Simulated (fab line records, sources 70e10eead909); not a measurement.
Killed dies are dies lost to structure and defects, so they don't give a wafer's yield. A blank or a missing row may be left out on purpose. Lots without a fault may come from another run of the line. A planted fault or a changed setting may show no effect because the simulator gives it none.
Which tool did it? | flow nand_harc | 24 lots, 72 wafers sampled, at 2 steps of a route of 1159

WHAT THE GAUGES READ, wafer by wafer
NHARC_A_M1_THK_MEAS_24: measures by xrf. Usual: thk_nm 154.5 nm, standard deviation 1.3.
lot  | measured     | on            | thk_nm (nm)       | flag
L075 | day 17 22:08 | film_metro-01 | 155.7 153.7 153.5 |
L074 | day 17 23:04 | film_metro-01 | 151.7 155.0 155.6 |
L078 | day 18 05:13 | film_metro-02 | 154.4 156.9 152.8 |
L077 | day 18 06:10 | film_metro-01 | 155.6 152.2 155.6 |
L079 | day 18 12:46 | film_metro-01 | 153.0 153.7 153.0 |
L076 | day 18 20:52 | film_metro-01 | 153.4 153.1 150.6 |
L080 | day 18 21:22 | film_metro-02 | 153.8 154.5 153.4 |
L082 | day 19 21:43 | film_metro-02 | 153.4 153.7 155.2 |
L081 | day 20 03:07 | film_metro-01 | 155.9 155.7 155.9 |
L084 | day 20 03:21 | film_metro-02 | 154.0 155.2 155.4 |
L083 | day 20 08:34 | film_metro-01 | 156.0 155.2 155.7 |
L088 | day 20 23:22 | film_metro-01 | 154.2 155.3 156.3 |
L086 | day 20 23:44 | film_metro-01 | 152.4 152.5 153.0 |
L085 | day 21 00:26 | film_metro-01 | 155.0 154.3 153.9 |
L090 | day 21 17:13 | film_metro-02 | 154.3 155.4 154.5 |
L091 | day 21 17:58 | film_metro-01 | 153.6 155.9 153.3 |
L087 | day 21 18:05 | film_metro-01 | 154.1 155.7 152.9 |
L089 | day 21 18:26 | film_metro-02 | 154.2 155.7 154.0 |
L093 | day 22 09:28 | film_metro-02 | 152.7 153.8 154.6 |
L092 | day 23 03:04 | film_metro-01 | 155.8 154.2 154.7 |
L095 | day 23 06:59 | film_metro-01 | 154.9 153.5 153.1 |
L096 | day 23 07:19 | film_metro-01 | 155.9 156.0 154.0 |
L094 | day 23 18:54 | film_metro-01 | 152.4 154.6 153.5 |
L097 | day 23 19:31 | film_metro-01 | 157.7 153.1 156.1 |

WHICH TOOL RAN EACH LOT (tool, then ch and the chambers of the sampled wafers, then the start)
lot  | NHARC_A_M1_PVD_20
L075 | pvd_sputter-03, day 17 22:08 or earlier
L074 | pvd_sputter-01, day 17 23:04 or earlier
L078 | pvd_sputter-03, day 18 05:13 or earlier
L077 | pvd_sputter-02, day 18 06:10 or earlier
L079 | pvd_sputter-02, day 18 12:46 or earlier
L076 | pvd_sputter-01, day 18 20:52 or earlier
L080 | pvd_sputter-03, day 18 21:22 or earlier
L082 | pvd_sputter-01, day 19 21:43 or earlier
L081 | pvd_sputter-03, day 20 03:07 or earlier
L084 | pvd_sputter-02, day 20 03:21 or earlier
L083 | pvd_sputter-01, day 20 08:34 or earlier
L088 | pvd_sputter-02, day 20 23:22 or earlier
L086 | pvd_sputter-03, day 20 23:44 or earlier
L085 | pvd_sputter-02, day 21 00:26 or earlier
L090 | pvd_sputter-02, day 21 17:13 or earlier
L091 | pvd_sputter-01, day 21 17:58 or earlier
L087 | pvd_sputter-02, day 21 18:05 or earlier
L089 | pvd_sputter-03, day 21 18:26 or earlier
L093 | pvd_sputter-03, day 22 09:28 or earlier
L092 | pvd_sputter-02, day 23 03:04 or earlier
L095 | pvd_sputter-03, day 23 06:59 or earlier
L096 | pvd_sputter-02, day 23 07:19 or earlier
L094 | pvd_sputter-03, day 23 18:54 or earlier
L097 | pvd_sputter-02, day 23 19:31 or earlier
- NHARC_A_M1_PVD_20: deposits TaN, target thk 5 nm, time 8.06 s.

WHAT THE TOOLS THEMSELVES READ (means of the sampled wafers that have a number; where no wafer has one, the mark that the record gives instead)
NHARC_A_M1_PVD_20. Usual: throttle_valve_pct 30.3 %, standard deviation 0.89.
lot  | tool           | throttle_valve_pct (%) | flag
L075 | pvd_sputter-03 | 29.7                   |
L074 | pvd_sputter-01 | 30.1                   |
L078 | pvd_sputter-03 | 29.1                   |
L077 | pvd_sputter-02 | 30.1                   |
L079 | pvd_sputter-02 | 30.8                   |
L076 | pvd_sputter-01 | 30.7                   |
L080 | pvd_sputter-03 | 30.1                   |
L082 | pvd_sputter-01 | 30.6                   |
L081 | pvd_sputter-03 | 29.4                   |
L084 | pvd_sputter-02 | 30.0                   |
L083 | pvd_sputter-01 | 30.0                   |
L088 | pvd_sputter-02 | 30.8                   |
L086 | pvd_sputter-03 | 30.0                   |
L085 | pvd_sputter-02 | 30.4                   |
L090 | pvd_sputter-02 | 31.2                   |
L091 | pvd_sputter-01 | 30.7                   |
L087 | pvd_sputter-02 | 31.2                   |
L089 | pvd_sputter-03 | 30.5                   |
L093 | pvd_sputter-03 | 30.2                   |
L092 | pvd_sputter-02 | 30.5                   |
L095 | pvd_sputter-03 | 29.9                   |
L096 | pvd_sputter-02 | 30.3                   |
L094 | pvd_sputter-03 | 30.6                   |
L097 | pvd_sputter-02 | 29.9                   |

THE ANSWER, worked out from the rows above alone
Rule: a lot is off if the mean of its wafers that have a number lies more than 3 standard deviations from the usual mean. A lot without any number at a reading at which 4 lots or more have one is off too. The other lots that the step has rows for count as sound. The gauges are gone through in route order, then the tools' own readings, and for those a lot's mean is taken as printed above. The first step at which some lot is off is used, and at that step the reading that is off furthest; a lot without a number counts as furthest.
No lot is off at any reading shown: from this, nothing can be told.

WHAT THE SIMULATOR HAD PUT IN
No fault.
